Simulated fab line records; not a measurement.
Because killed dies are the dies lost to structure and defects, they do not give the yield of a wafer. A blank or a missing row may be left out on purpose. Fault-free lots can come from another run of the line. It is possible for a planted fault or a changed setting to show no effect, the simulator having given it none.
The tool behind it: which one? | flow nandHarc | Sampling: 12 lots, 36 wafers, 3 of 1302 route steps

## WHAT THE GAUGES SHOWED, per wafer
NHARC_A_SLIT_CD_MEAS_21.
lot  | measured     | on       | cdNm (nm)
L826 | day 20 09:28 | cdSem-03 | 290.4 290.5 290.2
L827 | day 21 05:31 | cdSem-02 | 288.6 288.8 289.8
L830 | day 22 00:32 | cdSem-03 | 290.3 290.4 290.1
L829 | day 22 10:46 | cdSem-01 | 290.1 289.9 290.2
L831 | day 22 14:36 | cdSem-01 | 288.5 288.6 288.1
L842 | day 27 09:13 | cdSem-02 | 290.2 289.6 290.2
L844 | day 27 22:20 | cdSem-03 | 288.9 289.6 288.7
L843 | day 27 22:30 | cdSem-03 | 290.7 290.4 291.1
L845 | day 28 09:54 | cdSem-01 | 290.0 289.1 289.4
L846 | day 28 15:38 | cdSem-02 | 288.8 289.2 288.8
L847 | day 29 13:35 | cdSem-02 | 288.8 287.7 288.2
L848 | day 30 01:35 | cdSem-01 | 289.4 289.9 289.5

## EACH LOT AND THE TOOL THAT RAN IT (in order: tool; ch and the chambers of the sampled wafers; start)
lot  | NHARC_A_SLIT_ETCH_26            | NHARC_A_SLIT_STRIP_18
L826 | harEtch-01 ch 0,1, day 20 08:01 | rieDiel-13 ch 0,1,2, day 20 09:28 or earlier
L827 | harEtch-02 ch 0,1, day 21 04:05 | rieDiel-13 ch 0,3, day 21 05:31 or earlier
L830 | harEtch-02 ch 0,1, day 21 23:07 | rieDiel-07 ch 0,1, day 22 00:32 or earlier
L829 | harEtch-02 ch 0,1, day 22 09:25 | rieDiel-07 ch 0,3, day 22 10:46 or earlier
L831 | harEtch-02 ch 0,1, day 22 13:16 | rieDiel-13 ch 0,1,3, day 22 14:36 or earlier
L842 | harEtch-01 ch 0,1, day 27 07:49 | rieDiel-13 ch 0,2,3, day 27 09:13 or earlier
L844 | harEtch-01 ch 0,1, day 27 20:54 | rieDiel-07 ch 1,2,3, day 27 22:20 or earlier
L843 | harEtch-02 ch 0,1, day 27 21:08 | rieDiel-10 ch 0,2, day 27 22:30 or earlier
L845 | harEtch-02 ch 0,1, day 28 08:29 | rieDiel-10 ch 0,1,2, day 28 09:54 or earlier
L846 | harEtch-02 ch 0,1, day 28 14:13 | rieDiel-10 ch 0,2,3, day 28 15:38 or earlier
L847 | harEtch-01 ch 0,1, day 29 12:10 | rieDiel-07 ch 0,1,3, day 29 13:35 or earlier
L848 | harEtch-02 ch 0,1, day 30 00:12 | rieDiel-10 ch 1,2, day 30 01:35 or earlier
- NHARC_A_SLIT_ETCH_26: etches the open film in C4F8/O2/Ar, time 90 s, target depth 400 nm.
- NHARC_A_SLIT_STRIP_18: strips in O2.

## WHAT THE TOOLS THEMSELVES READ (means of the sampled wafers that have a number; where no wafer has one, the mark that the record gives instead)
NHARC_A_SLIT_ETCH_26.
lot  | tool       | drypumpMotorCurrentA (A) | o2FlowSccm (sccm) | showerheadPlenumPTorr (Torr) | throttleValvePct (%)
L826 | harEtch-01 | 6.05                     | 83.37             | 3.54                         | 27.620
L827 | harEtch-02 | 5.96                     | 83.43             | 3.66                         | 27.621
L830 | harEtch-02 | 5.94                     | 83.50             | 3.66                         | 27.623
L829 | harEtch-02 | 5.96                     | 83.22             | 3.65                         | 27.622
L831 | harEtch-02 | 5.96                     | 83.21             | 3.65                         | 27.612
L842 | harEtch-01 | 6.21                     | 83.23             | 3.74                         | 27.623
L844 | harEtch-01 | 6.08                     | 83.06             | 3.86                         | 27.613
L843 | harEtch-02 | 5.83                     | 83.34             | 3.64                         | 27.607
L845 | harEtch-02 | 5.83                     | 83.18             | 3.63                         | 27.617
L846 | harEtch-02 | 5.85                     | 83.81             | 3.63                         | 27.620
L847 | harEtch-01 | 6.07                     | 83.04             | 3.84                         | 27.620
L848 | harEtch-02 | 5.84                     | 83.42             | 3.62                         | 27.630

NHARC_A_SLIT_STRIP_18.
lot  | tool       | drypumpMotorCurrentA (A) | o2FlowSccm (sccm) | oesProductAu (a.u.) | rfVppV (V) | showerheadPlenumPTorr (Torr) | throttleValvePct (%)
L826 | rieDiel-13 | 5.6                      | 498.9             | 1.003               | 57.9       | 3.66                         | 17.041
L827 | rieDiel-13 | 6.0                      | 499.2             | 0.999               | 58.3       | 3.59                         | 17.047
L830 | rieDiel-07 | 6.2                      | 501.0             | 1.003               | 58.8       | 3.41                         | 17.034
L829 | rieDiel-07 | 6.0                      | 501.8             | 1.003               | 57.4       | 3.57                         | 17.036
L831 | rieDiel-13 | 5.9                      | 498.6             | 1.003               | 58.9       | 3.66                         | 17.036
L842 | rieDiel-13 | 5.7                      | 501.1             | 0.997               | 57.6       | 3.62                         | 17.036
L844 | rieDiel-07 | 5.6                      | 498.9             | 0.994               | 57.5       | 3.55                         | 17.030
L843 | rieDiel-10 | 5.7                      | 499.8             | 1.000               | 58.1       | 3.62                         | 17.037
L845 | rieDiel-10 | 5.9                      | 501.4             | 0.989               | 57.3       | 3.57                         | 17.037
L846 | rieDiel-10 | 5.8                      | 500.9             | 1.005               | 57.9       | 3.64                         | 17.034
L847 | rieDiel-07 | 6.1                      | 499.7             | 0.996               | 57.6       | 3.49                         | 17.033
L848 | rieDiel-10 | 6.1                      | 500.4             | 0.995               | 57.9       | 3.62                         | 17.035

## THE ANSWER, worked out from the rows above alone
Rule: usual is defined by the lots themselves. The widest of any qualifying gaps counts: lots, ordered by their means at a reading, are off when they make up no more than a third of the lots, leave a main group of 4 or more, and stand apart from it by 3 or more times the standard deviation of that group's means. If all means in a main group match to the digits the tables above print for the reading, that group is not used. A lot without any number at a reading at which 4 lots or more have one is off too. Where the step has rows for the other lots, those lots are counted as sound. The gauges are gone through in route order, then the tools' own readings, and for those a lot's mean is taken as printed above. The first step at which some lot is off is used, and at that step the reading that is off furthest; a lot without a number counts as furthest.
No lot is off on any of the readings shown, so nothing can be concluded from this.

## WHAT THE SIMULATOR HAD INSERTED
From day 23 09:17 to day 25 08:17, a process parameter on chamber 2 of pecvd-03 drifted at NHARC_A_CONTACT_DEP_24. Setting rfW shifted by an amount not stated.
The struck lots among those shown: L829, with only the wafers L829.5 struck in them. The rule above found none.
